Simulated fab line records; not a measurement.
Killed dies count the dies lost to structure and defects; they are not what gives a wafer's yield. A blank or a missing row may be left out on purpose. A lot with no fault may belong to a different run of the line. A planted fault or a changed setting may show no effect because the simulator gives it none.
3 desks looking at one fault :: flow n5-finfet :: numbers are kept per desk, each desk with only its own; the story behind them comes last

== THE DEFECT DESK ==
For each lot, the counts of the inspections along the route, averaged over the sampled wafers that have a number. A lot is out of limits, marked OUT, if its mean lies more than 4 standard deviations from the usual mean; the brackets give that distance.
Columns: A = raw-defect-count at N5_BEOL_M11_INSPECT_58, usual 83; B = raw-defect-count at N5_BEOL_M12_INSPECT_12, usual 2.3
lot: L440
first seen here: day 10 19:35
A: 116
B: 1.3

lot: L443
first seen here: day 12 14:11
A: 67
B: 2.7

lot: L445
first seen here: day 13 10:26
A: 66
B: 0.7

lot: L446
first seen here: day 13 17:10
A: 88
B: 1.7

lot: L447
first seen here: day 13 17:27
A: 82
B: 2.7

lot: L450
first seen here: day 14 03:07
A: 137
B: 1.0

lot: L448
first seen here: day 14 05:34
A: 63
B: 1.3

lot: L457
first seen here: day 16 01:02
A: 53
B: 2.7

lot: L458
first seen here: day 16 01:36
A: 67
B: 3.3

lot: L462
first seen here: day 16 07:25
A: 92
B: 2.3

lot: L460
first seen here: day 16 15:58
A: 83
B: 1.3
This desk found nothing out of limits on any of the 11 lots.

== AT THE METROLOGY DESK ==
Lot by lot, what the gauges showed, no matter which tool ran the lot: averages of those sampled wafers that carry a number. A lot is out of limits, marked OUT, if its mean lies more than 4 standard deviations from the usual mean; the brackets give that distance.
Columns: A = M11_RS at N5_BEOL_M11_RS_MEAS_57, usual 0.1507 ohm/sq
lot: L440
first seen here: day 10 19:34
A: 0.1531

lot: L443
first seen here: day 12 14:10
A: 0.1515

lot: L445
first seen here: day 13 10:25
A: 0.1494

lot: L446
first seen here: day 13 17:08
A: 0.1494

lot: L447
first seen here: day 13 17:26
A: 0.1496

lot: L450
first seen here: day 14 03:05
A: 0.1497

lot: L448
first seen here: day 14 05:32
A: 0.1511

lot: L457
first seen here: day 16 01:00
A: 0.1515

lot: L458
first seen here: day 16 01:35
A: 0.1499

lot: L462
first seen here: day 16 07:24
A: 0.1521

lot: L460
first seen here: day 16 15:56
A: 0.1483
This desk found nothing out of limits on any of the 11 lots.

== AT THE TOOL OWNER'S DESK: litho-track-02 ==
The tool's own readings at N5_BEOL_M12_COAT_58 (time 60 s, resist thk 89 nm): means of the sampled wafers that have a number, for each lot that ran on this tool. A lot is out of limits, marked OUT, if its mean lies more than 4 standard deviations from the usual mean; the brackets give that distance.
Columns: A = spin-speed-rpm at N5_BEOL_M12_COAT_58, usual 1500.1 rpm
lot: L440
first seen here: day 10 19:47
A: 1501.0

lot: L445
first seen here: day 13 10:38
A: 1499.9

lot: L446
first seen here: day 13 17:22
A: 1500.9

lot: L447
first seen here: day 13 17:39
A: 1406.0 (-86) OUT

lot: L450
first seen here: day 14 03:22
A: 1406.8 (-85) OUT
This desk finds L447, L450 out of limits, L447 being first, at day 13 17:39 (spin-speed-rpm at N5_BEOL_M12_COAT_58). L440, L445, L446 stayed within limits.

== TAKEN TOGETHER ==
An alarm could have come from the tool owner's desk at day 13 17:39, on L447, L450.
The defect desk saw nothing out of limits.
At the metrology desk, nothing out of limits was observed.
The defect desk has L447, L450 on record, within its limits.
The metrology desk has L447, L450 on record, within its limits.
The lots listed all ran N5_BEOL_M12_COAT_58 on litho-track-02.

== WHAT THE SIMULATOR PUT IN ==
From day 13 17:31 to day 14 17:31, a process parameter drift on litho-track-02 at N5_BEOL_M12_COAT_58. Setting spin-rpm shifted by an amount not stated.
Struck lots among those shown: L447, L450.
Each desk's first reading out of limits, in hours after the fault started: the tool owner's desk, 0.
